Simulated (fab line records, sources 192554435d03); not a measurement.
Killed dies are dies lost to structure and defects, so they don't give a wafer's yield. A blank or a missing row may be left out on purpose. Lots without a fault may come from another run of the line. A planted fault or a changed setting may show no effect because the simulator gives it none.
Problem report in the 8D (eight disciplines) form, filled by code | flow n5_finfet | the parts of the form that need people (team, actions taken, sign-off) are left out

1. THE PROBLEM
run_length_s at N5_BEOL_M3_CVD_47 reads a mean of 128.8 s on 3 wafers of 2 lots; wafers without a fault read 246.9 s with a standard deviation of 0.54. That is -99 or more standard deviations from the usual mean.
The step: deposits Co from CCTBA/H2, target thk 3 nm, time 223.8 s.
First seen on wafer L493.2, day 10 12:34, on cvd_co-01. The record holds 18 wafers of 6 lots with a number at this step. Rule for "out", or "out of limits": more than 4 standard deviations from the usual mean. The other wafers with a number count as sound.

2. WHAT IT IS AND WHAT IT IS NOT
question                    | is                     | is not
which readings at this step | run_length_s           | -
which lots                  | L493, L495             | L485, L492, L494, L506
which wafers of those lots  | L493.2, L495.2, L495.4 | L493.1, L493.3, L495.6
read on which tools         | cvd_co-01              | cvd_co-02
when                        | from day 10 12:34      | up to then (8 sound wafers); but 7 sound wafers of L494, L495, L506 came after

3. SUSPECTS, AND WHAT RULES EACH OUT
Counting: a tool at a process step up to the reading stays a suspect if it ran every lot that is out. Sound lots after the first of them don't rule it out here, since some wafers of a struck lot are sound.
- pvd_sputter-02 at N5_BEOL_M3_DEGAS_44 (time 60 s): kept. It ran every lot that is out, first L493 (day 10 12:02); its last sound lot up to then is L492 (day 9 21:01).
- pvd_sputter-02 at N5_BEOL_M3_PRE_CLEAN_45 (time 30 s): kept. It ran every lot that is out, first L493 (day 10 12:05); its last sound lot up to then is L492 (day 9 21:03).
- ald_metal-01 at N5_BEOL_M3_ALD_84 (deposits TaN, pulse time 2 s, purge time 3 s, co reactant purge time 2 s): kept. It ran every lot that is out, first L493 (day 10 12:08).
- cvd_co-01 at N5_BEOL_M3_CVD_47 (deposits Co from CCTBA/H2, target thk 3 nm, time 223.8 s): kept. It ran every lot that is out, first L493 (day 10 12:34); its last sound lot up to then is L485 (day 8 01:39). Its own readings are out on those wafers: run_length_s.
- Within cvd_co-01 at N5_BEOL_M3_CVD_47: the wafers that are out ran in chamber 0; their sound lot-mates ran in chambers 1, 2.
Left after counting: pvd_sputter-02 at N5_BEOL_M3_DEGAS_44, pvd_sputter-02 at N5_BEOL_M3_PRE_CLEAN_45, ald_metal-01 at N5_BEOL_M3_ALD_84, cvd_co-01 at N5_BEOL_M3_CVD_47.

4. THE CAUSE (what the simulator had put in)
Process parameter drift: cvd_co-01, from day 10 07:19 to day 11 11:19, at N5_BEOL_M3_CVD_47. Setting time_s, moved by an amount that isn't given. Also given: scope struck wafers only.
Counting left 4 suspects, and this tool is among them.

5. THE CHAIN OF EFFECTS, in route order
Each row: a reading whose mean over the struck wafers that have a number lies more than 3 standard deviations from the usual. Only readings for which the record gives a usual standard deviation are gone through. hours: the time from each lot's start at the first step in this table that gives one to its start at this step, as a median over the lots. sigmas: the change in usual standard deviations.
hours | step              | reading      | usual   | on struck wafers | change | sigmas
0     | N5_BEOL_M3_CVD_47 | run_length_s | 246.9 s | 128.8            | -118.1 | -99 or more
The process steps in it:
- N5_BEOL_M3_CVD_47: deposits Co from CCTBA/H2, target thk 3 nm, time 223.8 s.
Later measuring or inspecting steps at which every struck wafer that the step has a row for has a number for every such reading, and none has moved that far: N5_BEOL_M4_RC_MEAS_101.

6. WHAT WOULD HAVE CAUGHT IT SOONER
In this record the first reading out of limits was taken at day 10 12:34, 5 hours after the fault began at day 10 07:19.
